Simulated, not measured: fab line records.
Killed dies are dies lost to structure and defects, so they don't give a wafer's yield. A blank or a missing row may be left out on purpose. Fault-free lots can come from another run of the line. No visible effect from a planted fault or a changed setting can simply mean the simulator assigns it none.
Chamber matching -- flow nand-harc -- NHARC_P_M0_DEP_32 on pecvd-03 has 3 sister chambers
The step deposits SiCN, target thk 30 nm. 18 wafers are shown with their chamber, then 9 later ones without.

WAFERS WITH THEIR CHAMBER
wafer,chamber,heater-power-w (W)
L076.1,0,592
L076.2,2,537
L076.6,0,603
L077.2,2,516
L077.3,0,586
L077.4,0,558
L080.1,0,621
L080.2,1,734
L080.6,1,764
L081.2,2,454
L081.3,0,594
L081.5,1,750
L088.4,2,528
L088.5,1,731
L088.6,0,639
L087.2,2,522
L087.3,1,699
L087.5,1,726

SIGNATURES (means of the wafers above)
reading,chamber 0,chamber 1,chamber 2,scatter within a chamber
heater-power-w,599.00,734.00,511.40,26.9
Rule: for each reading, subtract the chamber's mean from the wafer's reading, divide by that reading's scatter and square the result; add these up over the readings and take the root, which gives the wafer's distance from the chamber. The wafer belongs to the nearest chamber; if the next one is less than 2 further off, it can't be placed. The scatter is the square root of a quotient: the sum, over the shown wafers, of each reading's squared deviation from its chamber's mean, divided by wafers minus chambers.

WAFERS WHOSE CHAMBER IS MISSING
wafer,heater-power-w (W)
L085.2,533
L085.3,620
L085.5,681
L086.3,609
L086.5,616
L086.6,751
L089.1,647
L089.2,545
L089.3,710

EACH ONE'S CHAMBER
wafer,from the rows above,in truth
L085.2,can't be placed: 2 or 0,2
L085.3,0,0
L085.5,can't be placed: 1 or 0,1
L086.3,0,0
L086.5,0,0
L086.6,1,1
L089.1,can't be placed: 0 or 1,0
L089.2,can't be placed: 2 or 0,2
L089.3,1,1
Correctly placed: 5 of 9. Can't be placed from these rows: 4 (the true chamber is among the candidates in 4). Wrongly placed: 0.
